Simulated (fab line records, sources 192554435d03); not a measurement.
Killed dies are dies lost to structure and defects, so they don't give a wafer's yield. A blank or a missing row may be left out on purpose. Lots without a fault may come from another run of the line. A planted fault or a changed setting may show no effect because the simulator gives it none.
Which tool did it? | flow n5_finfet | 24 lots, 72 wafers sampled, at 2 steps of a route of 1938

WHAT THE GAUGES READ, wafer by wafer
N5_FIN_SAQP_CD_MEAS_37: target cd 8 nm.
lot  | measured    | on        | cd_nm (nm)
L074 | day 2 03:03 | cd_sem-03 | 8.07 7.98 8.01
L075 | day 2 09:05 | cd_sem-02 | 7.65 7.76 7.92
L076 | day 2 14:46 | cd_sem-01 | 7.67 8.18 8.13
L077 | day 2 21:12 | cd_sem-03 | 8.22 8.02 8.15
L078 | day 3 05:07 | cd_sem-01 | 7.90 8.21 8.12
L079 | day 3 09:07 | cd_sem-03 | 8.07 7.91 8.10
L080 | day 3 14:16 | cd_sem-03 | 8.49 7.87 8.21
L081 | day 4 00:32 | cd_sem-02 | 7.67 8.35 8.20
L082 | day 4 05:43 | cd_sem-03 | 7.65 8.05 7.90
L083 | day 4 09:02 | cd_sem-02 | 8.17 8.06 7.92
L084 | day 4 15:57 | cd_sem-02 | 8.21 8.38 8.39
L085 | day 4 20:57 | cd_sem-01 | 8.47 7.52 8.37
L086 | day 5 04:50 | cd_sem-03 | 7.85 8.28 8.48
L087 | day 5 09:56 | cd_sem-03 | 8.21 8.27 8.19
L088 | day 5 15:23 | cd_sem-02 | 7.73 8.60 8.16
L089 | day 5 21:37 | cd_sem-01 | 8.00 8.15 8.13
L090 | day 6 05:14 | cd_sem-01 | 8.08 8.39 8.20
L091 | day 6 09:57 | cd_sem-03 | 8.03 8.13 8.25
L092 | day 6 15:29 | cd_sem-02 | 8.06 7.75 7.85
L093 | day 6 20:19 | cd_sem-03 | 7.65 8.03 8.24
L094 | day 7 02:20 | cd_sem-01 | 8.37 8.21 8.10
L095 | day 7 09:08 | cd_sem-01 | 7.90 7.95 7.92
L096 | day 7 14:11 | cd_sem-03 | 7.63 8.25 8.23
L097 | day 7 21:19 | cd_sem-01 | 7.88 8.33 8.34

N5_FIN_CUT_OVL_MEAS_09.
lot  | measured    | on         | FIN_CUT_OVL (nm)
L074 | day 2 03:32 | overlay-02 | -0.1 0.8 -0.2
L075 | day 2 09:34 | overlay-01 | -1.8 -1.4 -1.3
L076 | day 2 15:15 | overlay-01 | -0.4 -0.5 -0.5
L077 | day 2 21:42 | overlay-01 | 1.2 0.8 -0.1
L078 | day 3 05:42 | overlay-01 | 0.4 0.0 -0.3
L079 | day 3 09:42 | overlay-02 | 0.6 -0.4 -0.9
L080 | day 3 14:51 | overlay-01 | 1.6 0.6 0.9
L081 | day 4 01:00 | overlay-02 | -0.3 -0.4 -0.5
L082 | day 4 06:11 | overlay-01 | -0.2 1.1 -0.1
L083 | day 4 09:37 | overlay-02 | 0.0 0.7 1.1
L084 | day 4 16:25 | overlay-02 | -0.1 -0.5 0.5
L085 | day 4 21:32 | overlay-01 | 0.7 0.5 0.0
L086 | day 5 05:17 | overlay-02 | 0.6 -0.2 1.2
L087 | day 5 10:32 | overlay-01 | 0.3 0.8 0.8
L088 | day 5 15:59 | overlay-02 | 2.3 0.1 0.2
L089 | day 5 22:12 | overlay-01 | -0.4 -1.2 -0.1
L090 | day 6 05:43 | overlay-02 | -0.1 -0.6 -0.1
L091 | day 6 10:25 | overlay-01 | -0.9 -0.2 0.2
L092 | day 6 15:58 | overlay-02 | 0.5 0.6 0.3
L093 | day 6 20:47 | overlay-02 | -0.4 -0.8 0.7
L094 | day 7 02:48 | overlay-02 | -0.8 0.2 0.4
L095 | day 7 09:37 | overlay-02 | 0.4 -0.2 0.6
L096 | day 7 14:40 | overlay-01 | 0.0 0.4 -1.2
L097 | day 7 21:47 | overlay-01 | -0.9 -0.3 0.0

WHICH TOOL RAN EACH LOT (tool, then ch and the chambers of the sampled wafers, then the start)
The record holds no process step before these readings.

WHAT THE TOOLS THEMSELVES READ (means of the sampled wafers that have a number; where no wafer has one, the mark that the record gives instead)
The record holds no such reading with a usual standard deviation.

THE ANSWER, worked out from the rows above alone
Rule: what is usual is taken from the lots themselves. Put in order of their means at a reading, lots are off if they are a third of the lots or fewer, leave a main group of 4 or more, and stand apart from it by a gap of 3 or more times the standard deviation of the main group's means; of several such gaps the widest counts. A main group whose means are all the same, to the digits that the tables above print for the reading, isn't used. A lot without any number at a reading at which 4 lots or more have one is off too. The other lots that the step has rows for count as sound. The gauges are gone through in route order, then the tools' own readings, and for those a lot's mean is taken as printed above. The first step at which some lot is off is used, and at that step the reading that is off furthest; a lot without a number counts as furthest.
No lot is off at any reading shown: from this, nothing can be told.

WHAT THE SIMULATOR HAD PUT IN
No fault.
